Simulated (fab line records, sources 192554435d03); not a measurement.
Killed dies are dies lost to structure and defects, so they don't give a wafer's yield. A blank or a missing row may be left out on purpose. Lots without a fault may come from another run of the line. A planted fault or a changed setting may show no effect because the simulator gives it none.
Which tool did it? | flow n5_finfet | 12 lots, 36 wafers sampled, at 3 steps of a route of 1938

WHAT THE GAUGES READ, wafer by wafer
N5_MIM_TOP_LITHO_OVL_MEAS_11.
lot  | measured     | on         | MIM_TOP_OVL (nm)
L811 | day 13 09:17 | overlay-01 | 1 12 -5
L812 | day 13 01:43 | overlay-01 | 14 -3 1
L813 | day 13 02:05 | overlay-01 | -5 -2 0
L814 | day 13 21:08 | overlay-01 | 1 2 3
L816 | day 14 02:14 | overlay-01 | 2 4 9
L817 | day 14 05:43 | overlay-01 | 2 -2 4
L819 | day 17 13:01 | overlay-01 | 3 -4 1
L825 | day 17 08:22 | overlay-01 | -4 -10 -12
L827 | day 19 07:01 | overlay-01 | 4 0 0
L829 | day 18 09:55 | overlay-02 | 4 3 5
L831 | day 19 11:46 | overlay-02 | -2 7 -10
L833 | day 19 07:34 | overlay-01 | 12 -4 8

N5_PASSIVATION_OVL_MEAS_63.
lot  | measured     | on         | PAD_OVL (nm)
L811 | day 13 16:19 | overlay-02 | 1 -4 4
L812 | day 13 06:01 | overlay-01 | -2 -5 -1
L813 | day 13 06:23 | overlay-02 | 5 7 6
L814 | day 14 02:08 | overlay-02 | 4 6 8
L816 | day 14 08:26 | overlay-01 | -5 -1 2
L817 | day 14 12:17 | overlay-01 | 1 2 -6
L819 | day 17 19:22 | overlay-02 | -1 5 -4
L825 | day 17 14:08 | overlay-01 | -3 -10 -3
L827 | day 19 11:14 | overlay-02 | -1 5 3
L829 | day 18 17:47 | overlay-01 | 4 2 2
L831 | day 19 17:39 | overlay-02 | -5 -4 -3
L833 | day 19 17:09 | overlay-01 | -7 3 1

WHICH TOOL RAN EACH LOT (tool, then ch and the chambers of the sampled wafers, then the start)
lot  | N5_HKMG_FIN_STRIP_92
L811 | rie_diel-04 ch 0,1,3, day 4 16:47
L812 | rie_diel-05 ch 0,1,2, day 4 16:52
L813 | rie_diel-05 ch 0,1,3, day 4 22:43
L814 | rie_diel-04 ch 0,3, day 5 04:12
L816 | rie_diel-01 ch 1,3, day 5 17:07
L817 | rie_diel-01 ch 0,3, day 5 21:50
L819 | rie_diel-01 ch 0,1, day 6 08:59
L825 | rie_diel-01 ch 0,1,2, day 7 22:44
L827 | rie_diel-01 ch 0,1,3, day 8 11:26
L829 | rie_diel-05 ch 1,3, day 8 22:01
L831 | rie_diel-05 ch 1,2, day 9 16:50
L833 | rie_diel-04 ch 1,3, day 10 04:26
- N5_HKMG_FIN_STRIP_92: strips SOC in N2/H2, time 20 s.

WHAT THE TOOLS THEMSELVES READ (means of the sampled wafers that have a number; where no wafer has one, the mark that the record gives instead)
N5_HKMG_FIN_STRIP_92.
lot  | tool        | drypump_motor_current_A (A) | oes_product_au (a.u.) | rf_vpp_V (V) | showerhead_plenum_p_Torr (Torr) | throttle_valve_pct (%)
L811 | rie_diel-04 | 6.0                         | 0.67                  | 54.7         | 3.41                            | 19.17
L812 | rie_diel-05 | 6.1                         | 0.80                  | 54.3         | 3.48                            | 19.19
L813 | rie_diel-05 | 6.1                         | 0.83                  | 54.2         | 3.40                            | 19.17
L814 | rie_diel-04 | 6.0                         | 0.68                  | 53.4         | 3.45                            | 19.16
L816 | rie_diel-01 | 5.5                         | 0.79                  | 55.2         | 3.37                            | 19.33
L817 | rie_diel-01 | 5.6                         | 0.84                  | 54.1         | 3.37                            | 19.07
L819 | rie_diel-01 | 6.0                         | 0.82                  | 53.6         | 3.34                            | 19.27
L825 | rie_diel-01 | 5.7                         | 0.78                  | 54.5         | 3.36                            | 19.07
L827 | rie_diel-01 | 5.8                         | 0.81                  | 54.0         | 3.34                            | 19.21
L829 | rie_diel-05 | 6.2                         | 0.80                  | 54.3         | 3.29                            | 19.10
L831 | rie_diel-05 | 6.4                         | 0.76                  | 53.8         | 3.40                            | 19.21
L833 | rie_diel-04 | 5.7                         | 0.91                  | 53.7         | 3.39                            | 18.98

THE ANSWER, worked out from the rows above alone
Rule: what is usual is taken from the lots themselves. Put in order of their means at a reading, lots are off if they are a third of the lots or fewer, leave a main group of 4 or more, and stand apart from it by a gap of 3 or more times the standard deviation of the main group's means; of several such gaps the widest counts. A main group whose means are all the same, to the digits that the tables above print for the reading, isn't used. A lot without any number at a reading at which 4 lots or more have one is off too. The other lots that the step has rows for count as sound. The gauges are gone through in route order, then the tools' own readings, and for those a lot's mean is taken as printed above. The first step at which some lot is off is used, and at that step the reading that is off furthest; a lot without a number counts as furthest.
No lot is off at any reading shown: from this, nothing can be told.

WHAT THE SIMULATOR HAD PUT IN
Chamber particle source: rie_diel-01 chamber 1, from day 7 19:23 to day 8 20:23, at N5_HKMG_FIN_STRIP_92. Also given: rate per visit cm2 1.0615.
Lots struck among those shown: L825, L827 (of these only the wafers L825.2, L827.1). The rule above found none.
